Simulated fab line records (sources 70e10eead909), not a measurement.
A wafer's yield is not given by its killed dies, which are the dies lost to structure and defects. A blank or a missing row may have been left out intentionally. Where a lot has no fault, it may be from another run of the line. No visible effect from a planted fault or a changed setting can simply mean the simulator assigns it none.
Problem report, 8D (eight disciplines) form, completed by code | flow nandHarc | the parts of the form that need people (team, actions taken, sign-off) are left out

== 1. THE ISSUE ==
Wafers without a fault read 300.00 C, standard deviation 0.19; susceptorTempC at NHARC_A_CHANNEL_FILL_D2_ALD_14 reads a mean of 297.64 C on 6 wafers belonging to 2 lots. That puts it -12 standard deviations away from the usual mean.
The step: deposits SiO2, target thk 2.5 nm, pulse time 10 s, ald cycles 25.
The first sign was on wafer L621.2 at day 21 02:42, on aldHk-03. The record holds 36 wafers of 12 lots with a number at this step. Rule for "out", or "out of limits": more than 4 standard deviations from the usual mean. All remaining wafers that have a number are taken as sound.

== 2. WHAT IT IS AND WHAT IT IS NOT ==
question                    | is                     | is not
which readings at this step | susceptorTempC         | -
which lots                  | L621, L623             | L603, L604, L606, L607, L609, L610, L611, L614, L625, L626
which wafers of those lots  | all that have a number | -
read on which tools         | aldHk-03               | aldHk-01, aldHk-04
when                        | from day 21 02:42      | up to then (24 sound wafers); but 6 sound wafers of L625, L626 came after

== 3. THE SUSPECTS, EACH WITH WHAT RULES IT OUT ==
Counting: a tool at any process step up to the reading remains a suspect when it ran all the lots that are out and ran no sound lot after the first of those.
- rieDiel-08 at NHARC_A_CHANNEL_HOLE_D2_ETCH_16 (etches the open film in O2/COS, target depth 3100 nm, time 806 s): ruled out as a lasting fault. After its first lot that is out, L621 (day 20 19:01), sound lots L626 ran on it. Because NHARC_A_CHANNEL_HOLE_D2_ETCH_16 lacks a start for some lots, the hours and order of its lots are taken from NHARC_A_CHANNEL_HOLE_D2_INSPECT_40.
- aldHk-03 at NHARC_A_CHANNEL_FILL_D2_ALD_14 (deposits SiO2, target thk 2.5 nm, pulse time 10 s, ald cycles 25): kept. It ran every lot that is out, first L621 (day 21 02:42), and no sound lot after that; its last sound lot up to then is L611 (day 17 00:18). Out on those wafers are its own readings of susceptorTempC.
After counting, what remains is aldHk-03 at NHARC_A_CHANNEL_FILL_D2_ALD_14.

== 4. THE CAUSE (what the simulator had put in) ==
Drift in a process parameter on aldHk-03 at NHARC_A_CHANNEL_FILL_D2_ALD_14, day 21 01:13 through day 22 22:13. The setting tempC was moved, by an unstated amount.
Only this tool survived the counting.

== 5. SEQUENCE OF EFFECTS, ordered by route ==
Each row: a reading whose mean over the struck wafers that have a number lies more than 3 standard deviations from the usual. Only readings for which the record gives a usual standard deviation are gone through. hours: the time from each lot's start at the first step in this table that gives one to its start at this step, as a median over the lots. sigmas: the change in usual standard deviations.
hours | step                           | reading        | usual    | on struck wafers | change | sigmas
0     | NHARC_A_CHANNEL_FILL_D2_ALD_14 | susceptorTempC | 300.00 C | 297.64           | -2.36  | -12
It contains these process steps:
- NHARC_A_CHANNEL_FILL_D2_ALD_14: deposits SiO2, target thk 2.5 nm, pulse time 10 s, ald cycles 25.

== 6. HOW IT WOULD HAVE BEEN CAUGHT EARLIER ==
In this record the first reading out of limits was taken at day 21 02:42, 1 hour after the fault began at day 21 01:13.
